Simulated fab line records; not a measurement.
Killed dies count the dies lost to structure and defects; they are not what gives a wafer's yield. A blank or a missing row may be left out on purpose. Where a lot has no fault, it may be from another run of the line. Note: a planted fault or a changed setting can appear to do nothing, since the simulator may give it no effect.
Matching of chambers    flow n5 finfet    pecvd-02 running N5_SDB_HM_DEP_00: 3 sister chambers
The step deposits SiNx from SiH4/NH3/N2, target thk 40 nm, time 35.3 s. 6 wafers are shown with their chamber, then 7 later ones without.

WAFERS WITH THEIR CHAMBER
wafer   chamber  showerhead plenum p Torr (Torr)  throttle valve pct (%)
L075.2  0        5.20                             38.8
L077.3  0        5.17                             38.5
L080.4  1        5.20                             40.0
L080.5  1        5.19                             39.9
L083.3  2        5.29                             38.8
L083.4  2        5.29                             39.0

WAFERS WITHOUT THEIR CHAMBER
wafer   showerhead plenum p Torr (Torr)  throttle valve pct (%)
L083.5  5.18                             38.5
L091.2  5.18                             38.6
L091.3  5.19                             40.1
L091.4  5.18                             40.0
L097.1  5.18                             38.2
L097.4  5.19                             38.5
L097.5  5.19                             39.6

CHAMBER TAKEN BY EACH
wafer   from the rows above  in truth
L083.5  0                    0
L091.2  0                    0
L091.3  1                    1
L091.4  1                    1
L097.1  0                    0
L097.4  0                    0
L097.5  1                    1
Correctly placed: 7 of 7. From these rows, 0 cannot be placed. 0 placed wrongly.
How it was worked out, from the rows above alone: a wafer's distance from a chamber is the root of the sum, over the readings, of the square of ((its reading less the chamber's mean) divided by the reading's scatter). The wafer belongs to the nearest chamber; if the next one is less than 2 further off, it can't be placed. For every chamber, the mean is computed from those of its wafers that are shown. The scatter: the root of (the sum of the squares of (reading less its chamber's mean) over the shown wafers, divided by (wafers less chambers)).
